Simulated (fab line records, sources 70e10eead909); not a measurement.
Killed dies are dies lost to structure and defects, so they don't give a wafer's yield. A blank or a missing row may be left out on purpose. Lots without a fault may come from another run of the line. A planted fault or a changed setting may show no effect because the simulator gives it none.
A struck lot beside a sound one | flow nand_harc | 14 steps out of a route of 1159
Sound: wafers L340.1, L340.3, L340.5. Struck: wafers L348.1, L348.4, L348.5. The cause comes at the end.
At each step with rows: each side's tool, then ch and its chambers, then its first start. Under that, the readings that differ: sound wafers | struck wafers | difference of the means | sigmas: that difference in standard deviations of wafers without a fault.
alike: readings whose means differ by less than 2 such deviations, and words and numbers that are the same on both sides. not compared: withheld readings, readings that some wafer has no value for, bounds like >300 that may hide the same value, and numbers for which the record gives no deviation and whose values overlap.
The two part at a step that has a row with sigmas, a row that says differs or no value, or rows on one side only. Numbers that don't overlap but have no deviation are shown without sigmas and don't part them. A reading that every wafer of one side lacks parts them only if that side has two wafers or more.

NHARC_THIN_TSV_CMP_21: polishes, t overpolish 30 s, target thk 2000 nm.
  sound on cmp-01 ch 1,3, day 20 11:59; struck on cmp-03 ch 0,2, day 22 03:52
  alike: motor_current_A, overpolish_run_s
then, 1 step without rows for these wafers: NHARC_THIN_TSV_SRD_23.
NHARC_THIN_TSV_DEGAS_53: time 60 s.
  sound on pvd_sputter-03, day 20 12:26; struck on pvd_sputter-01, day 22 04:18
  alike: heater_power_w
NHARC_THIN_TSV_PRE_CLEAN_54: time 30 s.
  sound on pvd_sputter-03, day 20 12:31; struck on pvd_sputter-01, day 22 04:23
  alike: heater_power_w
then, 7 steps without rows for these wafers: NHARC_THIN_TSV_PVD_55 (deposits TiN, target thk 50 nm); NHARC_THIN_TSV_PVD_24 (deposits Al, target thk 800 nm); NHARC_THIN_TSV_DEHYDRATE_25 (time 120 s); NHARC_THIN_TSV_HMDS_26 (time 30 s); NHARC_THIN_TSV_COAT_27; NHARC_THIN_TSV_SOFTBAKE_28 (time 95 s); NHARC_THIN_TSV_EBR_29.
NHARC_THIN_TSV_EXPOSE_30: exposes mask PAD.
  sound on krf_scanner-04 ch 0, day 20 13:24; struck on krf_scanner-04 ch 0, day 22 05:17
  reading              | sound                | struck               | difference | sigmas
  exposure_dose_mJ_cm2 | 11.469 11.471 11.479 | 12.075 12.064 12.043 | +0.588     | +53
  focus_offset_nm (nm) | -0.6 0.0 -0.3        | 0.9 0.6 0.7          | +1.0       | +2
  alike: mask
then, 1 step without rows for these wafers: NHARC_THIN_TSV_PEB_31 (peb time 85 s).
NHARC_END_SORT_01:
  the record has rows for the sound wafers here (prober-02 ch 0, day 21 08:42) and none for the struck ones

WHERE THEY PART
First at NHARC_THIN_TSV_EXPOSE_30; last, within this record, at NHARC_END_SORT_01.

WHY: what the simulator had put in
Process parameter drift: krf_scanner-04, from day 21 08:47 on, at NHARC_THIN_TSV_EXPOSE_30. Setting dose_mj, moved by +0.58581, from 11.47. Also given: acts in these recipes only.
